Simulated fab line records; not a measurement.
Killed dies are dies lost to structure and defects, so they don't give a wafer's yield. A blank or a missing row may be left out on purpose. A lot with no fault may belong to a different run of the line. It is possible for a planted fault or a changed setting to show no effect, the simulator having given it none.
fab line records -- flow nand-harc
record lots=14, wafers=42, last-day=33
route steps=1302 shown P_M2@340 P_BONDPAD@351
lots with no fault: from the same line, run without faults
start-h: start of the lot's first displayed wafer, in hours after the record's first day -- wait-h: how many hours have passed since the lot's step before this one -- " the same as in the row above -- L1.1+2: several wafers, shown together as one row -- - value missing, or start not given -- * or withheld: withheld -- < > ~ a bound
route shown NAME@n: a module of which the file shows steps, and the number in the route of the first -- usual: mean/standard deviation taken from wafers without a fault -- same: alike in all rows -- chamber/n: place in a boat -- sites: each site's reading -- _std_site: their standard deviation -- _edge_site: the outer-site mean with the inner-site mean subtracted -- radius-mm: for every site, how far away it sits from the centre of the wafer -- mask NAME#n: copy n -- behind: the last tool/chamber to shape the wafer -- hold: what put the lot on hold/how long, in hours/how the hold closed -- device: which transistor (n, p or np) failed to switch -- end of line: tests run on the same wafers once the route is complete -- a step with no rows: only its recipe -- killed: dies lost to structure and defects at the first sort, not the wafer's yield -- map: shows each die of a wafer: x if killed, . if not, _ if none is there
set.NAME: the setting that was run; set.NAME@STEP: the one run at that earlier step -- model.NAME: the simulator's own value behind a step, which no gauge read
steps of the route over a sample of lots; a table a step, a row a wafer
services: the hour from which a tool's chamber was out of use, counted from the record's first day as start-h (under 0 if before that day), plus the number of hours and why
## steps
# step NHARC_P_M2_PVD_20
# recipe target-thk-a=50, bias-v=168.6, power-w=15000, chamber-pressure-pa=0.12, time-s=8.06, substrate-temp-c=50, material=TaN
# usual throttle-valve-pct=30.2/1.1
lot.wafer,tool,chamber,start-h,wait-h,throttle-valve-pct
L248.1,pvd-sputter-01,-,-,-,29.5
L248.4,pvd-sputter-01,-,-,-,29.0
L248.6,pvd-sputter-01,-,-,-,29.9
L249.1,pvd-sputter-03,-,-,-,30.7
L249.2,pvd-sputter-03,-,-,-,31.2
L249.5,pvd-sputter-03,-,-,-,32.5
L251.2,pvd-sputter-02,-,-,-,28.1
L251.3,pvd-sputter-02,-,-,-,28.5
L251.6,pvd-sputter-02,-,-,-,31.4
L252.3,pvd-sputter-01,-,-,-,31.3
L252.1,pvd-sputter-01,-,-,-,31.0
L252.6,pvd-sputter-01,-,-,-,31.0
L258.1,pvd-sputter-01,-,-,-,30.4
L258.3,pvd-sputter-01,-,-,-,29.8
L258.5,pvd-sputter-01,-,-,-,30.5
L259.1,pvd-sputter-01,-,-,-,29.4
L259.3,pvd-sputter-01,-,-,-,30.1
L259.2,pvd-sputter-01,-,-,-,30.7
L262.3,pvd-sputter-03,-,-,-,28.5
L262.4,pvd-sputter-03,-,-,-,30.6
L262.6,pvd-sputter-03,-,-,-,27.9
L263.2,pvd-sputter-03,-,-,-,32.6
L263.4,pvd-sputter-03,-,-,-,28.3
L263.3,pvd-sputter-03,-,-,-,30.8
L264.2,pvd-sputter-01,-,-,-,30.6
L264.6,pvd-sputter-01,-,-,-,29.5
L264.5,pvd-sputter-01,-,-,-,30.3
L265.4,pvd-sputter-01,-,-,-,30.6
L265.2,pvd-sputter-01,-,-,-,29.9
L265.5,pvd-sputter-01,-,-,-,30.2
L266.4,pvd-sputter-01,-,-,-,29.7
L266.5,pvd-sputter-01,-,-,-,29.9
L266.6,pvd-sputter-01,-,-,-,30.3
L268.4,pvd-sputter-01,-,-,-,30.3
L268.2,pvd-sputter-01,-,-,-,29.9
L268.5,pvd-sputter-01,-,-,-,30.5
L271.2,pvd-sputter-01,-,-,-,30.5
L271.3,pvd-sputter-01,-,-,-,30.0
L271.1,pvd-sputter-01,-,-,-,30.3
L270.3,pvd-sputter-02,-,-,-,30.4
L270.5,pvd-sputter-02,-,-,-,31.6
L270.6,pvd-sputter-02,-,-,-,30.7
# step NHARC_P_M2_PVD_21
# recipe target-thk-a=300, chamber-pressure-pa=5, power-w=5000, substrate-temp-c=30, time-s=20.49, material=Cu
# usual throttle-valve-pct=30.1/1.1
lot.wafer,tool,chamber,start-h,wait-h,throttle-valve-pct
L248.1,pvd-sputter-01,-,-,-,31.0
L248.4,pvd-sputter-01,-,-,-,28.7
L248.6,pvd-sputter-01,-,-,-,31.0
L249.1,pvd-sputter-03,-,-,-,30.7
L249.2,pvd-sputter-03,-,-,-,32.3
L249.5,pvd-sputter-03,-,-,-,30.7
L251.3,pvd-sputter-02,-,-,-,28.9
L251.2,pvd-sputter-02,-,-,-,30.3
L251.6,pvd-sputter-02,-,-,-,28.0
L252.3,pvd-sputter-01,-,-,-,30.8
L252.1,pvd-sputter-01,-,-,-,30.9
L252.6,pvd-sputter-01,-,-,-,30.8
L258.1,pvd-sputter-01,-,-,-,30.4
L258.3,pvd-sputter-01,-,-,-,30.3
L258.5,pvd-sputter-01,-,-,-,30.3
L259.2,pvd-sputter-01,-,-,-,30.4
L259.3,pvd-sputter-01,-,-,-,30.8
L259.1,pvd-sputter-01,-,-,-,30.4
L262.4,pvd-sputter-03,-,-,-,30.7
L262.3,pvd-sputter-03,-,-,-,32.4
L262.6,pvd-sputter-03,-,-,-,30.8
L263.3,pvd-sputter-03,-,-,-,32.6
L263.4,pvd-sputter-03,-,-,-,28.4
L263.2,pvd-sputter-03,-,-,-,30.5
L264.2,pvd-sputter-01,-,-,-,30.6
L264.5,pvd-sputter-01,-,-,-,29.6
L264.6,pvd-sputter-01,-,-,-,30.5
L265.2,pvd-sputter-01,-,-,-,30.5
L265.4,pvd-sputter-01,-,-,-,30.3
L265.5,pvd-sputter-01,-,-,-,30.4
L266.4,pvd-sputter-01,-,-,-,30.3
L266.6,pvd-sputter-01,-,-,-,30.5
L266.5,pvd-sputter-01,-,-,-,30.2
L268.4,pvd-sputter-01,-,-,-,29.7
L268.2,pvd-sputter-01,-,-,-,30.6
L268.5,pvd-sputter-01,-,-,-,30.2
L271.3,pvd-sputter-01,-,-,-,30.3
L271.1,pvd-sputter-01,-,-,-,30.5
L271.2,pvd-sputter-01,-,-,-,29.7
L270.3,pvd-sputter-02,-,-,-,30.8
L270.6,pvd-sputter-02,-,-,-,30.5
L270.5,pvd-sputter-02,-,-,-,28.9
# step NHARC_P_BONDPAD_DEP_00
# recipe target-thk-a=2500, temp-c=370, target-thk-nm=250, pressure-torr=3, flow-sccm=200, rf-w=450, material=SiCN
# usual heater-power-w=585/79
lot.wafer,tool,chamber,start-h,wait-h,heater-power-w,since-wet-clean-h
L248.1,pecvd-02,2,136.56,-,477,77
L248.6,pecvd-02,2,136.56,-,495,-
L248.4,pecvd-02,0,136.56,-,581,-
L249.2,pecvd-03,1,140.25,-,607,123
L249.1,pecvd-03,2,140.25,-,716,123
L249.5,pecvd-03,0,140.25,-,604,-
L251.2,pecvd-02,1,163.50,-,605,104
L251.3,pecvd-02,2,163.50,-,510,104
L251.6,pecvd-02,1,163.50,-,607,-
L252.1,pecvd-02,0,175.36,-,553,116
L252.3,pecvd-02,2,175.36,-,521,116
L252.6,pecvd-02,1,175.36,-,585,-
L258.3,pecvd-04,0,-,-,639,138
L258.1,pecvd-04,1,-,-,481,138
L258.5,pecvd-04,1,-,-,502,-
L259.2,pecvd-03,1,241.01,-,602,43
L259.1,pecvd-03,2,241.01,-,622,43
L259.3,pecvd-03,0,241.01,-,510,43
L262.3,pecvd-02,0,-,-,643,41
L262.4,pecvd-02,2,-,-,438,-
L262.6,pecvd-02,0,-,-,652,-
L263.3,pecvd-04,1,-,-,523,2
L263.2,pecvd-04,2,-,-,758,2
L263.4,pecvd-04,0,-,-,676,-
L264.2,pecvd-02,0,292.34,-,569,52
L264.6,pecvd-02,1,292.34,-,508,-
L264.5,pecvd-02,2,292.34,-,511,-
L265.2,pecvd-03,2,304.69,-,676,107
L265.4,pecvd-03,1,304.69,-,524,-
L265.5,pecvd-03,2,304.69,-,676,-
L266.6,pecvd-04,1,312.85,0.3,428,-
L266.4,pecvd-04,2,312.85,0.3,671,-
L266.5,pecvd-04,0,312.85,0.3,625,-
L268.2,pecvd-04,2,334.41,0.4,756,52
L268.4,pecvd-04,0,334.41,0.4,604,-
L268.5,pecvd-04,1,334.41,0.4,505,-
L271.1,pecvd-04,0,358.30,-,588,76
L271.3,pecvd-04,1,358.30,-,450,76
L271.2,pecvd-04,2,358.30,-,643,76
L270.3,pecvd-03,1,359.20,-,607,161
L270.6,pecvd-03,2,359.20,-,624,-
L270.5,pecvd-03,1,359.20,-,614,-
# step NHARC_P_BONDPAD_ETCH_37
# recipe target-depth-a=600, overetch-a=180, time-s=65.91, ion-energy-ev=200, n2-flow-sccm=150, h2-flow-sccm=150, ar-flow-sccm=0, rf-w=400, bias-w=150, chemistry=N2/H2
# usual bias-w=150.0/0.4, chamber-pressure-mTorr=29.998/0.026, drypump-motor-current-A=5.6/0.48, oes-product-au=1.000/0.013, rf-vpp-V=431/3.1, showerhead-plenum-p-Torr=2.07/0.11, throttle-valve-pct=14.171/0.0083
lot.wafer,tool,chamber,start-h,wait-h,bias-w,chamber-pressure-mTorr,drypump-motor-current-A,oes-product-au,rf-hours-counter-h,rf-vpp-V,showerhead-plenum-p-Torr,throttle-valve-pct
L248.1,rie-diel-08,2,138.06,0.1,149.9,29.978,4.6,1.008,9,428,1.95,14.170
L248.4,rie-diel-08,0,138.06,0.1,149.3,29.987,5.5,0.988,9,426,1.90,14.162
L248.6,rie-diel-08,1,138.06,0.1,149.8,30.049,6.2,1.014,-,432,2.06,14.171
L249.2,rie-diel-08,3,141.87,0.1,149.6,29.987,5.7,0.997,4,430,2.04,14.182
L249.1,rie-diel-08,1,141.87,0.1,149.3,30.024,6.2,1.008,10,431,2.06,14.170
L249.5,rie-diel-08,3,141.87,0.1,149.7,29.997,5.7,0.997,-,431,2.04,14.172
L251.3,rie-diel-05,3,165.02,0.1,149.5,30.017,5.3,0.998,5,428,1.93,14.164
L251.2,rie-diel-05,2,165.02,0.1,149.9,30.031,5.8,0.982,5,426,1.90,14.173
L251.6,rie-diel-05,0,165.02,0.1,149.9,30.019,6.3,1.004,-,432,2.08,14.180
L252.3,rie-diel-08,2,176.88,0.1,150.1,30.031,4.6,1.014,12,429,1.95,14.155
L252.1,rie-diel-08,0,176.88,0.1,150.6,30.008,5.5,0.983,12,428,1.89,14.162
L252.6,rie-diel-08,3,176.88,0.1,149.6,30.004,5.7,1.004,-,431,2.04,14.171
L258.3,rie-diel-05,1,240.47,0.1,-,-,-,-,-,-,-,-
L258.1,rie-diel-05,2,240.47,0.1,-,-,-,-,-,-,-,-
L258.5,rie-diel-05,3,240.47,0.1,-,-,-,-,-,-,-,-
L259.1,rie-diel-12,0,242.41,0.1,-,-,-,-,-,-,-,-
L259.2,rie-diel-12,1,242.41,0.1,-,-,-,-,-,-,-,-
L259.3,rie-diel-12,2,242.41,0.1,-,-,-,-,-,-,-,-
L262.3,rie-diel-12,2,282.06,0.1,149.9,29.952,5.4,1.010,0,434,2.18,14.171
L262.6,rie-diel-12,2,282.06,0.1,149.9,29.990,5.4,1.022,-,433,2.18,14.173
L262.4,rie-diel-12,3,282.06,0.1,150.1,30.025,5.7,0.983,-,433,2.18,14.170
L263.2,rie-diel-12,3,285.93,0.1,149.2,29.963,5.7,0.972,0,435,2.18,14.174
L263.3,rie-diel-12,2,285.93,0.1,150.0,30.000,5.4,1.002,-,432,2.18,14.181
L263.4,rie-diel-12,3,285.93,0.1,149.7,30.021,5.7,0.975,-,434,2.18,14.177
L264.2,rie-diel-08,0,293.64,0.1,150.5,29.985,5.5,0.988,5,425,1.89,14.166
L264.6,rie-diel-08,0,293.64,0.1,149.9,30.049,5.5,0.988,-,426,1.89,14.175
L264.5,rie-diel-08,1,293.64,0.1,149.8,29.970,6.2,1.012,-,431,2.06,14.176
L265.2,rie-diel-12,0,306.04,0.1,150.4,29.998,4.9,0.992,0,433,2.20,14.172
L265.4,rie-diel-12,2,306.04,0.1,150.1,29.995,5.4,1.009,1,433,2.17,14.170
L265.5,rie-diel-12,0,306.04,0.1,151.2,30.001,4.9,0.987,-,436,2.20,14.168
L266.4,rie-diel-05,3,314.11,0.1,149.7,30.020,5.3,1.001,3,427,1.92,14.172
L266.6,rie-diel-05,3,314.11,0.1,149.8,30.007,5.3,0.980,-,427,1.92,14.172
L266.5,rie-diel-05,0,314.11,0.1,150.3,29.986,6.4,1.014,-,431,2.08,14.165
L268.2,rie-diel-05,2,335.80,0.1,149.2,29.968,5.8,1.013,5,427,1.89,14.175
L268.4,rie-diel-05,0,335.80,0.1,149.9,29.999,6.4,1.014,5,430,2.08,14.166
L268.5,rie-diel-05,2,335.80,0.1,149.3,29.991,5.8,1.014,-,428,1.89,14.172
L271.2,rie-diel-08,2,359.69,0.1,149.8,30.010,4.6,1.004,7,428,1.95,14.165
L271.3,rie-diel-08,0,359.69,0.1,150.0,30.048,5.5,0.991,7,426,1.89,14.186
L271.1,rie-diel-08,1,359.69,0.1,150.1,30.013,6.2,0.983,9,431,2.06,14.171
L270.3,rie-diel-12,3,360.65,0.1,149.8,30.031,5.7,0.975,3,434,2.18,14.176
L270.6,rie-diel-12,2,360.65,0.1,149.8,29.985,5.4,1.013,-,433,2.17,14.159
L270.5,rie-diel-12,3,360.65,0.1,150.8,29.984,5.7,0.987,-,433,2.18,14.165
## services
tool,chamber,start-h,hours,kind
pecvd-03,-,123.01,0.2,repair
rie-diel-08,0,142.42,2.7,repair
pvd-sputter-03,-,170.00,10.0,pm
pecvd-04,-,186.39,0.5,repair
rie-diel-08,-,190.80,9.0,pm
pvd-sputter-03,-,207.45,4.8,repair
rie-diel-08,2,210.77,8.3,repair
rie-diel-08,1,212.70,6.9,repair
pecvd-02,-,214.97,0.5,repair
rie-diel-12,2,217.55,3.5,repair
rie-diel-08,2,220.33,8.0,repair
pvd-sputter-01,-,226.00,10.0,pm
pecvd-02,-,227.13,13.0,pm
rie-diel-08,2,230.67,10.7,repair
pecvd-04,-,237.23,0.7,repair
rie-diel-08,0,252.25,7.6,repair
rie-diel-12,0,261.36,35.6,repair
rie-diel-12,-,268.40,9.0,pm
pecvd-04,-,269.41,13.0,pm
pecvd-02,-,283.20,3.0,repair
rie-diel-12,1,284.24,14.7,repair
rie-diel-12,2,290.30,5.6,repair
pecvd-02,1,293.40,53.9,repair
pvd-sputter-03,-,348.00,10.0,pm
## key
first-sign step=NHARC_P_BONDPAD_ETCH_37, reading=tool-record, direction=missing
effect none on later readings
met-at NHARC_P_BONDPAD_ETCH_37
struck-lots L258,L259
later-rows-left-out L258.1,L258.3,L258.5,L259.1,L259.2,L259.3
sort-left-out L258.1,L258.3,L258.5,L259.1,L259.2,L259.3
not-acting-at NHARC_P_M2_PVD_20,NHARC_P_M2_PVD_21,NHARC_P_BONDPAD_DEP_00
onset-between 165.02 240.47
fault kind=skipped-step-whole, tool=rie-diel-05,rie-diel-12, chamber=-, onset-h=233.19, steps=NHARC_P_BONDPAD_ETCH_37, scope=struck-lots-only
# sort-left-out: the simulated sort isn't trusted on such a fault, so these wafers' sort isn't shown, and their yield isn't known
# later-rows-left-out: the simulator's readings of these wafers behind a module that went badly wrong aren't trusted and aren't shown, but for the sort
